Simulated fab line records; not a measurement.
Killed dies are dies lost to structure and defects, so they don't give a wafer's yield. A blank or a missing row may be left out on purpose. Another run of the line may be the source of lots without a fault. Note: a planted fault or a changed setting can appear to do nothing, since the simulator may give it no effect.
Struck lot and sound lot, side by side || flow n5 finfet || 15 out of 1938 route steps
Sound: these wafers, L726.3, L726.4, L726.6. Wafers L720.2, L720.4, L720.5 were the ones struck. The cause is named last.
At each step with rows: each side's tool, then ch and its chambers, then its first start. Under that, the readings that differ: sound wafers || struck wafers || difference of the means || sigmas: that difference in standard deviations of wafers without a fault.
alike: readings with means less than 2 such deviations apart, plus words and numbers identical on both sides. not compared: withheld readings, readings lacking a value on some wafer, bounds such as >300 that could conceal the same value, and numbers that have no deviation in the record and whose values overlap.
A row with sigmas, a row that says differs or no value, or rows on one side alone: a step with any of these is where the two part. When numbers do not overlap yet have no deviation, they are printed without sigmas and do not part them. A reading that every wafer of one side lacks parts them only if that side has two wafers or more.

N5_BEOL_M5_SPUTTER_81: material Cu, target thk 15 nm, time 27.62 s.
  sound on pvd sputter-03, day 15 22:22; struck on pvd sputter-02, day 15 07:35
  alike: throttle valve pct
N5_BEOL_M5_ANNEAL_82: time 1800 s.
  sound on pvd sputter-03, day 15 22:26; struck on pvd sputter-02, day 15 07:40
  alike: heater power w
then, 2 steps without rows for these wafers: N5_BEOL_M5_SPUTTER_83 (material Cu, target thk 15 nm, time 27.62 s); N5_BEOL_M5_ANNEAL_84 (time 1800 s).
N5_BEOL_M5_SPUTTER_88: material Cu, target thk 15 nm, time 27.62 s.
  sound on pvd sputter-03, day 16 00:32; struck on pvd sputter-02, day 15 09:46
  alike: throttle valve pct
then, 3 steps without rows for these wafers: N5_BEOL_M5_ANNEAL_89 (time 1800 s); N5_BEOL_M5_SPUTTER_90 (material Cu, target thk 4.5 nm, time 8.29 s); N5_BEOL_M5_ECD_50 (material Cu, target thk 300 nm).
N5_BEOL_M5_ANNEAL_51: time 90 s.
  sound on rtp anneal-01 ch 0, day 16 01:55; struck on rtp anneal-02 ch 0, day 15 11:05
  alike: wafer_temp_C_max
then, 1 step without rows for these wafers: N5_BEOL_M5_CMP_52 (polishes, stops on SiCOH lowk, t overpolish 6.9 s, target thk 62 nm).
N5_BEOL_M5_THK_MEAS_53: measures by xrf.
  sound on film metro-02, day 16 02:25; struck on film metro-02, day 15 11:38
  alike: M5_THK
N5_BEOL_M5_PRE_CLEAN_77: time 15 s.
  sound on cvd co-02 ch 0,1,2, day 16 02:28; struck on cvd co-02 ch 0,2, day 15 11:41
  alike: heater power w
  not compared: since wet clean h
N5_BEOL_M5_CO_CAP_78: material Co, precursor CCTBA/H2, target thk 2 nm, time 102.1 s.
  sound on cvd co-02 ch 0,1,2, day 16 02:30; struck on cvd co-02 ch 0,2, day 15 11:44
  no value came back on the struck wafers for chamber pressure Torr (Torr), heater power outer w (W), heater power w (W), time s (s); on the sound wafers chamber pressure Torr (Torr) reads 30.01 29.83 29.98
  not compared: since wet clean h
then, 1 step without rows for these wafers: N5_BEOL_M5_PRE_CLEAN_55 (time 15 s).
-- the record jumps here: 4 days lie between the struck wafers' starts before and after (it left off in module BEOL_M5 and takes up again in module PASSIVATION, whose first step shown is number 1936 of the route) --
N5_PASSIVATION_PROBE_49:
  sound on prober-02, day 19 22:11; struck on prober-01, day 19 16:12
  alike: defect limited yield, killed_at_M0_to_M3, killed_at_M4_up, killed at contacts, killed at front end, killed at other, killed dies, killed open, killed short, sort_bin_5_function, sort_bin_6_memory, sort n pass, sort yield pct

## WHERE THEY PART
N5_BEOL_M5_CO_CAP_78 only, going by this record. Later steps at which nothing parts them and some readings are alike: N5_PASSIVATION_PROBE_49.

WHY: the cause the simulator had injected
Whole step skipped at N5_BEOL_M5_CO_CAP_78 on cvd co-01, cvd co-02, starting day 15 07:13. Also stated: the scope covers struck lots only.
